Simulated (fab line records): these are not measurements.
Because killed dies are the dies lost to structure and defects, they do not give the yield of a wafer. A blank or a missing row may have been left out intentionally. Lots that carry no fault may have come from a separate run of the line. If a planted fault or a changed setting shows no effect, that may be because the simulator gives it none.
fab line records	flow n5-finfet
record: lots: 9	wafers: 27	last-day: 20
route steps=1938 shown FIN_CUT@163 BEOL_M4@1111
lots with no fault: from the same line, run without faults
start-h: hours from the record's first day to the start of the lot's first wafer shown	wait-h: hours elapsed since this lot's preceding step	" as in the row above	L1.1+2: several wafers, shown together as one row	- no value present, or no start provided	* or withheld: withheld	< > ~ a bound
route shown NAME@n: a module of which the file shows steps, and the number in the route of the first	usual: the fault-free wafers' mean and standard deviation	same: alike in all rows	chamber/n: place in a boat	sites: readings site by site	_std_site: how widely they spread, as a standard deviation	_edge_site: the outer-site mean with the inner-site mean subtracted	radius-mm: how far each site lies from the wafer's centre	mask NAME#n: copy n	behind: the most recent tool/chamber to have shaped the wafer	hold: cause of the lot's hold/its duration in hours/its outcome	device: transistor that didn't switch, given as n, p or np	end of line: the same wafers' tests at the end of the route	where a step has no rows: the recipe by itself	killed: at the first sort, the dies lost to defects and structure; wafer yield is something else	map: the dies of a wafer, with x for killed, . for not killed, _ for no die there
set.NAME: the setting as run; set.NAME@STEP: as run at that earlier step	model.NAME: the simulator's own value behind a step, which no gauge read
route steps across a sampled set of lots; one table per step, one row per wafer
services: from which hour (start-h, from the record's first day; less than 0 if before it) a tool's chamber was out of use, for how many hours, and why
== steps ==
step: N5_FIN_CUT_CD_MEAS_08
recipe: target-cd-nm: 29.1	landing-energy-ev: 500	detector: se-inlens	polarity: opening
usual: cd-nm: 29.05/0.24
lot.wafer	tool	chamber	start-h	wait-h	cd-nm
L626.2	cd-sem-03	0	26.95	-	28.81
L626.4	"	0	"	"	29.68
L626.6	"	0	"	"	28.98
L630.1	cd-sem-03	0	51.24	-	29.63
L630.4	"	0	"	"	29.16
L630.5	"	0	"	"	29.00
L631.1	cd-sem-01	0	57.77	-	29.28
L631.2	"	0	"	"	28.92
L631.3	"	0	"	"	29.05
L634.3	cd-sem-03	0	74.62	-	29.11
L634.5	"	0	"	"	28.95
L634.6	"	0	"	"	29.57
L637.3	cd-sem-03	0	95.09	-	29.30
L637.4	"	0	"	"	28.92
L637.6	"	0	"	"	28.77
L639.1	cd-sem-03	0	105.58	-	28.85
L639.2	"	0	"	"	29.65
L639.5	"	0	"	"	29.15
L641.2	cd-sem-02	0	117.49	-	28.77
L641.3	"	0	"	"	29.36
L641.5	"	0	"	"	29.09
L644.3	cd-sem-03	0	135.89	-	29.07
L644.4	"	0	"	"	29.28
L644.5	"	0	"	"	29.00
L649.1	cd-sem-01	0	168.01	-	29.24
L649.2	"	0	"	"	28.77
L649.4	"	0	"	"	28.90
step: N5_FIN_CUT_ETCH_30
recipe: chemistry: N2/H2	target: underlayer	target-depth-a: 130	mask-material: CAR-EUV	time-s: 10.4	ion-energy-ev: 200	pressure-mtorr: 30	source-w: 840	bias-w: 150	n2-flow-sccm: 200	h2-flow-sccm: 200	ends: cleared
usual: drypump-motor-current-A: 5.6/0.48	etch-rf-on-time-s: 10.41/0.26	oes-product-au: 0.64/0.055	rf-vpp-V: 524.3/2.6	showerhead-plenum-p-Torr: 2.55/0.096	throttle-valve-pct: 17.70/0.14
lot.wafer	tool	chamber	start-h	wait-h	drypump-motor-current-A	etch-rf-on-time-s	oes-product-au	rf-hours-counter-h	rf-vpp-V	showerhead-plenum-p-Torr	throttle-valve-pct
L626.2	rie-diel-05	3	27.10	0.0	5.0	10.45	0.61	182	528.8	2.61	17.58
L626.4	"	0	"	"	5.5	10.38	0.62	206	523.3	2.52	17.98
L626.6	"	2	"	"	5.6	10.30	0.60	-	521.8	2.41	17.78
L630.1	rie-diel-03	2	51.56	0.0	5.6	10.76	0.59	200	525.5	2.63	17.78
L630.4	"	3	"	"	5.2	10.14	0.76	20	523.9	2.60	17.63
L630.5	"	0	"	"	5.1	9.93	0.65	-	528.5	2.63	17.69
L631.1	rie-diel-02	2	57.92	0.0	5.6	10.68	0.65	148	528.3	2.65	17.70
L631.2	"	3	"	"	6.0	10.57	0.64	152	521.8	2.42	17.57
L631.3	"	0	"	"	5.0	10.41	0.61	199	525.3	2.63	17.61
L634.3	rie-diel-02	2	74.78	0.0	5.6	10.65	0.64	153	526.8	2.65	17.70
L634.5	"	1	"	"	6.4	10.40	0.69	-	522.0	2.45	17.80
L634.6	"	0	"	"	5.0	10.38	0.61	-	526.0	2.62	17.61
L637.3	rie-diel-05	2	95.24	0.0	5.6	10.21	0.59	221	520.4	2.40	17.81
L637.4	"	0	"	"	5.5	10.27	0.62	225	523.8	2.51	18.02
L637.6	"	3	"	"	5.0	10.45	0.61	-	526.3	2.60	17.61
L639.1	rie-diel-05	1	105.78	0.0	5.5	9.98	0.79	27	529.2	2.70	17.41
L639.2	"	0	"	"	5.6	10.28	0.61	227	522.5	2.51	18.01
L639.5	"	1	"	"	5.5	9.86	0.79	-	528.6	2.70	17.42
L641.2	rie-diel-02	0	117.65	0.0	5.0	10.38	0.61	214	526.1	2.62	17.64
L641.3	"	1	"	"	6.4	10.48	0.68	109	521.5	2.44	17.81
L641.5	"	3	"	"	6.0	10.67	0.63	-	520.3	2.41	17.62
L644.3	rie-diel-05	0	136.51	0.0	5.6	10.33	0.61	238	520.9	2.51	18.03
L644.4	"	3	"	"	4.9	10.51	0.60	210	525.1	2.60	17.64
L644.5	"	0	"	"	5.5	6.19	0.84	-	525.1	2.51	18.09
L649.1	rie-diel-02	3	168.17	0.0	6.0	10.43	0.63	185	520.6	2.40	17.65
L649.2	"	0	"	"	5.0	10.31	0.60	231	526.4	2.61	17.66
L649.4	"	2	"	"	5.6	10.68	0.62	180	526.2	2.64	17.75
step: N5_FIN_CUT_ETCH_21
recipe: chemistry: N2/H2	target: SOC	target-depth-a: 2190	overetch-a: 438	mask-material: SiARC	temp-c: 40	ion-energy-ev: 100	bias-w: 61	time-s: 523.5	pressure-mtorr: 30	source-w: 850	n2-flow-sccm: 200	h2-flow-sccm: 200
usual: drypump-motor-current-A: 5.6/0.48	oes-product-au: 0.69/0.055	rf-vpp-V: 241.0/1.4	showerhead-plenum-p-Torr: 2.55/0.096	throttle-valve-pct: 17.66/0.14
lot.wafer	tool	chamber	start-h	wait-h	drypump-motor-current-A	oes-product-au	rf-hours-counter-h	rf-vpp-V	showerhead-plenum-p-Torr	throttle-valve-pct
L626.2	rie-diel-05	3	27.16	0.0	5.0	0.67	182	242.0	2.61	17.54
L626.4	"	0	"	"	5.6	0.67	206	241.1	2.52	17.93
L626.6	"	2	"	"	5.6	0.64	-	239.8	2.41	17.72
L630.1	rie-diel-03	2	51.61	0.0	5.7	0.65	200	243.1	2.63	17.71
L630.4	"	3	"	"	5.2	0.81	20	241.3	2.60	17.58
L630.5	"	0	"	"	5.1	0.68	-	241.6	2.63	17.64
L631.1	rie-diel-02	2	57.98	0.0	5.6	0.71	149	241.7	2.65	17.66
L631.2	"	3	"	"	6.0	0.71	152	239.9	2.42	17.55
L631.3	"	0	"	"	5.0	0.66	199	241.6	2.63	17.57
L634.3	rie-diel-02	2	74.83	0.0	5.6	0.71	153	242.0	2.65	17.67
L634.5	"	1	"	"	6.4	0.73	-	240.5	2.45	17.73
L634.6	"	0	"	"	5.0	0.66	-	242.3	2.62	17.58
L637.3	rie-diel-05	2	95.30	0.0	5.6	0.63	221	240.6	2.40	17.76
L637.4	"	0	"	"	5.6	0.65	225	239.7	2.51	17.95
L637.6	"	3	"	"	5.0	0.66	-	241.6	2.60	17.56
L639.1	rie-diel-05	1	105.84	0.0	5.4	0.83	27	241.4	2.70	17.36
L639.2	"	0	"	"	5.6	0.66	227	240.5	2.51	17.96
L639.5	"	1	"	"	5.5	0.83	-	243.2	2.70	17.36
L641.2	rie-diel-02	0	117.71	0.0	5.0	0.66	214	242.3	2.62	17.58
L641.3	"	1	"	"	6.4	0.73	109	239.2	2.44	17.76
L641.5	"	3	"	"	6.0	0.69	-	239.1	2.41	17.59
L644.3	rie-diel-05	0	136.57	0.0	5.6	0.65	238	241.2	2.51	17.98
L644.4	"	3	"	"	5.0	0.64	210	241.7	2.60	17.58
L644.5	"	0	"	"	5.6	0.65	-	241.2	2.51	17.99
L649.1	rie-diel-02	3	168.22	0.0	6.0	0.68	185	237.7	2.40	17.62
L649.2	"	0	"	"	5.0	0.65	231	241.0	2.61	17.62
L649.4	"	2	"	"	5.6	0.68	181	243.2	2.64	17.69
step: N5_FIN_CUT_CUT_ETCH_26
recipe: chemistry: CH3F/O2	target: SiNx	target-depth-a: 390	mask-material: SOC	time-s: 55.7	pressure-mtorr: 30	source-w: 395	bias-w: 73	Ar_flow_sccm: 150	CH3F_flow_sccm: 30	O2_flow_sccm: 20	ion-energy-ev: 120
usual: drypump-motor-current-A: 5.6/0.48	oes-product-au: 0.75/0.066	rf-vpp-V: 301/3.8	showerhead-plenum-p-Torr: 2.01/0.068	throttle-valve-pct: 16.30/0.16
lot.wafer	tool	chamber	start-h	wait-h	drypump-motor-current-A	oes-product-au	rf-hours-counter-h	rf-vpp-V	showerhead-plenum-p-Torr	throttle-valve-pct
L626.2	rie-diel-05	3	27.50	0.0	4.9	0.73	182	306	2.08	16.36
L626.4	"	0	"	"	5.6	0.73	206	296	1.98	16.54
L626.6	"	2	"	"	5.6	0.68	-	305	1.90	16.39
L630.1	rie-diel-03	2	51.96	0.0	5.7	0.69	200	301	2.05	16.23
L630.4	"	3	"	"	5.2	0.90	20	307	2.06	16.13
L630.5	"	0	"	"	5.1	0.75	-	307	2.07	16.29
L631.1	rie-diel-02	2	58.33	0.0	5.6	0.76	149	301	2.07	16.05
L631.2	"	3	"	"	6.0	0.76	152	298	1.93	16.39
L631.3	"	0	"	"	5.0	0.71	199	302	2.07	16.12
L634.3	rie-diel-02	2	75.18	0.0	5.6	0.76	153	300	2.06	16.07
L634.5	"	1	"	"	6.4	0.79	-	300	1.94	16.45
L634.6	"	0	"	"	5.0	0.71	-	304	2.06	16.13
L637.3	rie-diel-05	2	95.64	0.0	5.6	0.68	221	304	1.90	16.42
L637.4	"	0	"	"	5.6	0.72	225	295	1.97	16.58
L637.6	"	3	"	"	4.9	0.71	-	305	2.07	16.38
L639.1	rie-diel-05	1	106.18	0.0	5.4	0.92	27	306	2.14	16.12
L639.2	"	0	"	"	5.6	0.71	228	294	1.97	16.59
L639.5	"	1	"	"	5.4	0.92	-	306	2.14	16.09
L641.2	rie-diel-02	0	118.05	0.0	5.0	0.70	214	301	2.06	16.15
L641.3	"	1	"	"	6.4	0.79	109	300	1.94	16.45
L641.5	"	3	"	"	6.0	0.74	-	296	1.92	16.42
L644.3	rie-diel-05	0	136.92	0.0	5.6	0.71	238	294	1.97	16.61
L644.4	"	3	"	"	4.9	0.71	210	306	2.07	16.40
L644.5	"	0	"	"	5.6	0.71	-	295	1.97	16.60
L649.1	rie-diel-02	3	168.57	0.0	6.0	0.73	186	297	1.92	16.44
L649.2	"	0	"	"	5.0	0.70	232	302	2.05	16.18
L649.4	"	2	"	"	5.6	0.73	181	300	2.05	16.12
step: N5_BEOL_M4_RC_MEAS_101
usual: DIBL_N: 36.0/1.9	DIBL_P: 35.6/2.2	IOFF_N: 0.15/0.031	IOFF_P: 0.19/0.032	ION_N: 668/11	ION_P: 455/7.2	SS_N: 71.5/0.65	SS_P: 73.4/0.64	VT_N: 251/3.6	VT_P: -253/3.3
lot.wafer	tool	chamber	start-h	wait-h	DIBL_N[mV/V]	DIBL_P[mV/V]	IOFF_N[nA/um]	IOFF_P[nA/um]	ION_N[uA/um]	ION_P[uA/um]	SS_N[mV/dec]	SS_P[mV/dec]	VT_N[mV]	VT_P[mV]
L626.2	prober-01	0	190.18	0.2	36.4	35.6	0.15	0.21	671	461	70.7	73.6	249	-249
L626.4	"	0	"	"	35.7	34.2	0.14	0.19	664	460	70.1	73.3	251	-251
L626.6	"	0	"	"	37.5	36.3	0.17	0.22	675	457	71.0	73.7	250	-250
L630.1	prober-01	0	215.89	0.0	34.7	34.5	0.14	0.19	665	458	70.7	72.5	252	-251
L630.4	"	0	"	"	40.0	38.0	0.23	0.25	681	457	72.7	74.4	249	-250
L630.5	"	0	"	"	37.7	36.0	0.18	0.22	669	465	71.5	74.2	249	-251
L631.1	prober-02	0	241.66	0.0	33.2	32.0	0.11	0.14	649	441	72.3	71.9	260	-256
L631.2	"	0	"	"	38.8	39.7	0.21	0.25	672	453	73.0	73.9	246	-249
L631.3	"	0	"	"	34.7	34.8	0.13	0.18	658	454	71.3	73.4	255	-252
L634.3	prober-02	0	248.01	0.3	34.0	33.2	0.12	0.19	650	452	71.2	72.7	255	-251
L634.5	"	0	"	"	34.2	32.6	0.12	0.17	660	453	71.1	72.7	257	-255
L634.6	"	0	"	"	32.9	32.8	0.11	0.17	665	458	71.4	72.7	254	-254
L637.3	prober-02	0	292.35	0.3	33.7	31.6	0.12	0.15	657	449	70.3	73.2	254	-255
L637.4	"	0	"	"	33.0	31.3	0.12	0.15	653	451	70.8	72.9	254	-258
L637.6	"	0	"	"	34.4	33.1	0.13	0.17	658	456	70.9	73.0	253	-253
L639.1	prober-02	0	304.20	0.0	36.9	37.9	0.18	0.21	683	459	71.5	73.2	246	-253
L639.2	"	0	"	"	36.6	38.0	0.16	0.20	668	453	71.7	73.3	252	-250
L639.5	"	0	"	"	38.0	38.5	0.20	0.22	685	461	71.9	74.0	247	-250
L641.2	prober-01	0	305.76	0.2	36.3	38.5	0.16	0.21	666	458	71.4	73.7	248	-253
L641.3	"	0	"	"	35.7	36.3	0.16	0.17	666	445	72.0	73.4	249	-258
L641.5	"	0	"	"	36.9	38.1	0.18	0.20	668	458	72.0	73.8	251	-256
L644.3	prober-02	0	313.97	0.3	39.8	39.7	0.22	0.24	700	467	71.8	74.1	248	-250
L644.4	"	0	"	"	38.8	38.4	0.18	0.24	674	462	72.7	74.6	248	-252
L644.5	"	0	"	"	38.1	37.0	0.17	0.20	671	458	71.4	73.9	250	-253
L649.1	prober-01	0	361.52	0.0	34.9	33.6	0.13	0.17	671	460	71.2	73.1	250	-252
L649.2	"	0	"	"	34.3	33.6	0.12	0.18	653	451	70.9	73.2	254	-253
L649.4	"	0	"	"	37.0	36.7	0.16	0.24	684	469	71.4	74.6	248	-246
== services ==
tool	chamber	start-h	hours	kind
rie-diel-03	2	12.43	5.6	repair
rie-diel-05	3	52.46	7.1	repair
rie-diel-05	-	66.04	5.2	repair
rie-diel-03	-	107.77	2.8	pm
rie-diel-02	1	125.47	2.9	repair
rie-diel-05	-	154.02	2.8	pm
rie-diel-02	1	154.53	9.8	repair
rie-diel-03	1	154.81	-	clean
rie-diel-03	1	154.81	-	consumable-replace:focus-ring
rie-diel-03	1	154.81	34.2	scheduled-down
rie-diel-03	1	154.81	34.2	vent-cycle
== key ==
first-sign: step: N5_FIN_CUT_ETCH_30	reading: etch-rf-on-time-s	direction: down	sigmas: 16	usual: *	struck: *
effect: step: N5_FIN_CUT_ETCH_30	reading: oes-product-au	direction: up	sigmas: 3.5	usual: 0.64	struck: 0.84
met-at N5_FIN_CUT_ETCH_30
struck-lots L644
struck-wafers L644.5
not-acting-at N5_FIN_CUT_CD_MEAS_08,N5_FIN_CUT_ETCH_21,N5_FIN_CUT_CUT_ETCH_26
onset-between 105.78 136.51
fault: kind: process-parameter-drift	tool: rie-diel-05	chamber: -	onset-h: 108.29	steps: N5_FIN_CUT_ETCH_30	channel: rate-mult	offset: 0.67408	shape: step	end-h: 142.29	scope: struck-wafers-only
